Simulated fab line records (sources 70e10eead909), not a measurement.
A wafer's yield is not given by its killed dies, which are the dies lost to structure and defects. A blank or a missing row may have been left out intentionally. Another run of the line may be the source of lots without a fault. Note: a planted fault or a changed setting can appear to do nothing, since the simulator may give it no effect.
Struck lot and sound lot, side by side	flow nand_harc	32 out of 1302 route steps
Sound: wafers L377.2, L377.3, L377.4. Wafers L369.2, L369.3, L369.4 were the ones struck. The cause is given at the end.
Per side, at each step with rows, come the tool, then ch with its chambers, and then its first start. Under that, the readings that differ: sound wafers	struck wafers	difference of the means	sigmas: that difference in standard deviations of wafers without a fault.
alike: readings with means less than 2 such deviations apart, plus words and numbers identical on both sides. not compared: withheld readings, readings lacking a value on some wafer, bounds such as >300 that could conceal the same value, and numbers that have no deviation in the record and whose values overlap.
A row with sigmas, a row that says differs or no value, or rows on one side alone: a step with any of these is where the two part. Non-overlapping numbers with no deviation appear without sigmas and do not part them. A reading that every wafer of one side lacks parts them only if that side has two wafers or more.

first, 1 step without rows for these wafers: NHARC_THIN_TSV_DEGAS_49 (time 120 s).
NHARC_THIN_TSV_PRE_CLEAN_50: time 30 s.
  sound on pvd_sputter-02; struck on pvd_sputter-02
  alike: heater_power_w
NHARC_THIN_TSV_PVD_19: deposits TaN, target thk 20 nm.
  sound on pvd_sputter-02; struck on pvd_sputter-02
  alike: throttle_valve_pct
NHARC_THIN_TSV_PVD_51: deposits Cu, target thk 100 nm.
  sound on pvd_sputter-02; struck on pvd_sputter-02
  alike: throttle_valve_pct
then, 1 step without rows for these wafers: NHARC_THIN_TSV_ECD_20 (material Cu, target thk 2000 nm).
NHARC_THIN_TSV_ANNEAL_52: time 90 s.
  sound on rtp_anneal-02 ch 0, day 30 08:17; struck on rtp_anneal-02 ch 0, day 28 01:48
  alike: anneal_temp_c_max, wafer_temp_C_max
then, 5 steps without rows for these wafers: NHARC_THIN_TSV_CMP_21 (polishes, t overpolish 30 s, target thk 2000 nm); NHARC_THIN_TSV_SRD_23; NHARC_THIN_TSV_DEGAS_53 (time 60 s); NHARC_THIN_TSV_PRE_CLEAN_54 (time 30 s); NHARC_THIN_TSV_PVD_55 (deposits TiN, target thk 50 nm).
NHARC_THIN_TSV_PVD_24: deposits Al, target thk 800 nm.
  sound on pvd_sputter-01, day 30 09:21; struck on pvd_sputter-03, day 28 02:51
then, 8 steps without rows for these wafers: NHARC_THIN_TSV_DEHYDRATE_25 (time 120 s); NHARC_THIN_TSV_HMDS_26 (time 30 s); NHARC_THIN_TSV_COAT_27; NHARC_THIN_TSV_SOFTBAKE_28 (time 95 s); NHARC_THIN_TSV_EBR_29; NHARC_THIN_TSV_EXPOSE_30 (exposes mask PAD); NHARC_THIN_TSV_PEB_31 (peb time 85 s); NHARC_THIN_TSV_DEVELOP_32 (time 70 s).
NHARC_THIN_TSV_CD_MEAS_33 targets a cd of 5000 nm.
  sound on cd_sem-01 ch 0, day 30 10:12; struck on cd_sem-03 ch 0, day 28 03:42
  alike: cd_nm
then, 1 step without rows for these wafers: NHARC_THIN_TSV_HARDBAKE_34 (time 80 s).
NHARC_THIN_TSV_DESCUM_35: chemistry O2, time 3 s.
  sound on rie_diel-09 ch 1,2,3, day 30 10:21; struck on rie_diel-01 ch 0,2,3, day 28 03:51
reading	sound	struck	difference	sigmas
rf_hours_counter_h (h)	0.6 0.9 0.6	3.8 3.7 4.1	+3.2	
  alike: drypump_motor_current_A, oes_product_au, rf_vpp_V, showerhead_plenum_p_Torr, throttle_valve_pct
then, 4 steps without rows for these wafers: NHARC_THIN_TSV_ETCH_59 (etches the open film in Cl2/BCl3, target depth 880 nm, time 138.1 s); NHARC_THIN_TSV_ETCH_36 (etches the open film in Cl2/BCl3, target depth 65 nm, time 18.571 s); NHARC_THIN_TSV_STRIP_56 (strips in O2); NHARC_THIN_TSV_STRIP_57 (strips in post etch residue remover, time 1200 s).
NHARC_THIN_TSV_CD_MEAS_37:
  sound on cd_sem-03, day 30 11:41; struck on cd_sem-02, day 28 05:08
  alike: cd_nm
then, 1 step without rows for these wafers: NHARC_THIN_TSV_ANNEAL_58 (time 1800 s).
NHARC_THIN_TSV_INSPECT_40:
  sound on defect_inspect-01, day 30 16:16; struck on defect_inspect-02, day 28 09:41
reading	sound	struck	difference	sigmas
raw_defect_count	513 520 579	974 856 769	+329	+4
NHARC_END_WLT_00:
  sound on prober-02, day 30 16:50; struck on prober-02, day 28 10:14
  alike: VT_DECK1_BOTTOM, VT_DECK1_BOTTOM_INNER, VT_DECK1_MEDIAN_NEAR_BOTTOM, VT_DECK1_MEDIAN_NEAR_BOTTOM_INNER, VT_DECK1_MIDDLE, VT_DECK1_MIDDLE_INNER, VT_DECK1_TOP, VT_DECK1_TOP_INNER, VT_DECK2_BOTTOM, VT_DECK2_BOTTOM_INNER, VT_DECK2_MEDIAN_NEAR_BOTTOM, VT_DECK2_MEDIAN_NEAR_BOTTOM_INNER, VT_DECK2_MIDDLE, VT_DECK2_MIDDLE_INNER, VT_DECK2_TOP, VT_DECK2_TOP_INNER
NHARC_END_SORT_01:
  here the record holds rows for the struck wafers (prober-02 ch 0, day 28 13:31) but none for the sound ones

WHERE THEY PART
Earliest at NHARC_THIN_TSV_INSPECT_40; latest, in this record, at NHARC_END_SORT_01.

WHY: the cause the simulator had injected
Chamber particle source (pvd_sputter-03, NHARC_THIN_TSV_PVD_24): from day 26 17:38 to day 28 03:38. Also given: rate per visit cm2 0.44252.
